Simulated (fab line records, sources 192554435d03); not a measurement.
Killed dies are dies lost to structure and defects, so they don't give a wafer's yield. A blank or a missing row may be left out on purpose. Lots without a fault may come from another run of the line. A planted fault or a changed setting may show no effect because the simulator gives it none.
Chamber matching | flow n5_finfet | N5_BEOL_M15_DEP_53 on pecvd-01: 3 sister chambers
The step deposits SiCN from 3MS/NH3, target thk 50 nm, time 17.8 s. 6 wafers are shown with their chamber, then 8 later ones without.

WAFERS WITH THEIR CHAMBER
wafer  | chamber | throttle_valve_pct (%) | showerhead_vpp_V (V)
L080.4 | 2       | 17.9                   | 1597
L079.1 | 1       | 16.5                   | 1487
L079.4 | 1       | 16.3                   | 1483
L087.1 | 2       | 17.8                   | 1592
L087.5 | 0       | 18.2                   | 1664
L076.3 | 0       | 18.2                   | 1656

WAFERS WITHOUT THEIR CHAMBER
wafer  | throttle_valve_pct (%) | showerhead_vpp_V (V)
L076.4 | 17.7                   | 1597
L076.6 | 18.0                   | 1674
L095.2 | 16.1                   | 1476
L095.5 | 18.0                   | 1606
L095.6 | 16.5                   | 1484
L096.2 | 17.9                   | 1614
L096.5 | 16.0                   | 1482
L096.6 | 17.8                   | 1609

WHICH CHAMBER EACH WENT THROUGH
wafer  | from the rows above | in truth
L076.4 | 2                   | 2
L076.6 | 0                   | 0
L095.2 | 1                   | 1
L095.5 | 2                   | 2
L095.6 | 1                   | 1
L096.2 | 2                   | 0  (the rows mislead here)
L096.5 | 1                   | 1
L096.6 | 2                   | 2
Placed correctly: 7 of 8. Can't be placed from these rows: 0. Placed wrongly: 1.
How it was worked out, from the rows above alone: a wafer's distance from a chamber is the root of the sum, over the readings, of the square of ((its reading less the chamber's mean) divided by the reading's scatter). The wafer belongs to the nearest chamber; if the next one is less than 2 further off, it can't be placed. A chamber's mean is the mean of its shown wafers. The scatter: the root of (the sum of the squares of (reading less its chamber's mean) over the shown wafers, divided by (wafers less chambers)).
